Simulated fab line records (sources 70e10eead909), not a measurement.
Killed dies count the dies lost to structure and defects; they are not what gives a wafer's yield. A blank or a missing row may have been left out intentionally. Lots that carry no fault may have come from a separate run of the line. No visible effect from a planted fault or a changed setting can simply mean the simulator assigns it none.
Matching of chambers ; flow nand_harc ; NHARC_A_BLC_ETCH_16 on rie_diel-04: 4 sister chambers
The step etches the open film in CF4, target depth 39 nm, time 65 s. 22 wafers are shown with their chamber, then 11 later ones without.

## EACH WAFER AND ITS CHAMBER
wafer;chamber;drypump_motor_current_A (A);showerhead_plenum_p_Torr (Torr);rf_vpp_V (V)
L076.3;3;6.7;1.69;151.4
L076.5;0;5.9;1.70;150.8
L076.6;3;6.6;1.69;149.7
L079.1;2;5.4;1.81;151.5
L079.2;0;5.9;1.70;149.3
L079.6;0;5.9;1.70;150.2
L078.4;1;5.6;1.68;149.9
L078.5;2;5.4;1.81;151.4
L078.6;1;5.6;1.68;151.0
L080.3;2;5.4;1.81;153.3
L080.5;2;5.4;1.80;153.0
L080.6;1;5.6;1.68;149.7
L082.4;3;6.6;1.69;148.7
L082.5;3;6.6;1.68;149.3
L082.6;2;5.4;1.80;152.2
L084.1;1;5.6;1.68;150.4
L084.2;0;5.9;1.70;150.6
L084.4;0;5.9;1.70;150.9
L090.1;2;5.4;1.80;151.8
L090.4;1;5.5;1.68;151.3
L090.5;3;6.6;1.68;149.3
L088.1;1;5.6;1.68;149.3

SIGNATURES (averages over the wafers above)
reading;chamber 0;chamber 1;chamber 2;chamber 3;scatter within a chamber
drypump_motor_current_A;5.900;5.583;5.400;6.620;0.0301
showerhead_plenum_p_Torr;1.7000;1.6800;1.8050;1.6860;0.00387
rf_vpp_V;150.360;150.267;152.200;149.680;0.818
Rule: for each reading, subtract the chamber's mean from the wafer's reading, divide by that reading's scatter and square the result; add these up over the readings and take the root, which gives the wafer's distance from the chamber. If the next closest chamber is less than 2 further off than the closest, the wafer can't be placed; otherwise it belongs to the closest. The scatter is the square root of a quotient: the sum, over the shown wafers, of each reading's squared deviation from its chamber's mean, divided by wafers minus chambers.

## WAFERS WITHOUT THEIR CHAMBER
wafer;drypump_motor_current_A (A);showerhead_plenum_p_Torr (Torr);rf_vpp_V (V)
L088.3;5.4;1.80;151.8
L088.6;5.9;1.70;150.1
L092.1;5.4;1.80;152.2
L092.2;5.6;1.68;150.7
L092.5;5.6;1.68;150.6
L096.1;5.9;1.70;150.4
L096.2;5.4;1.80;152.6
L096.6;5.4;1.80;153.2
L094.1;5.9;1.70;149.2
L094.2;5.4;1.80;151.8
L094.4;6.7;1.68;150.7

## WHICH CHAMBER EACH ONE RAN IN
wafer;from the rows above;in truth
L088.3;2;2
L088.6;0;0
L092.1;2;2
L092.2;1;1
L092.5;1;1
L096.1;0;0
L096.2;2;2
L096.6;2;2
L094.1;0;0
L094.2;2;2
L094.4;3;3
Correctly placed: 11 of 11. Number that these rows cannot place: 0. Wrongly placed: 0.
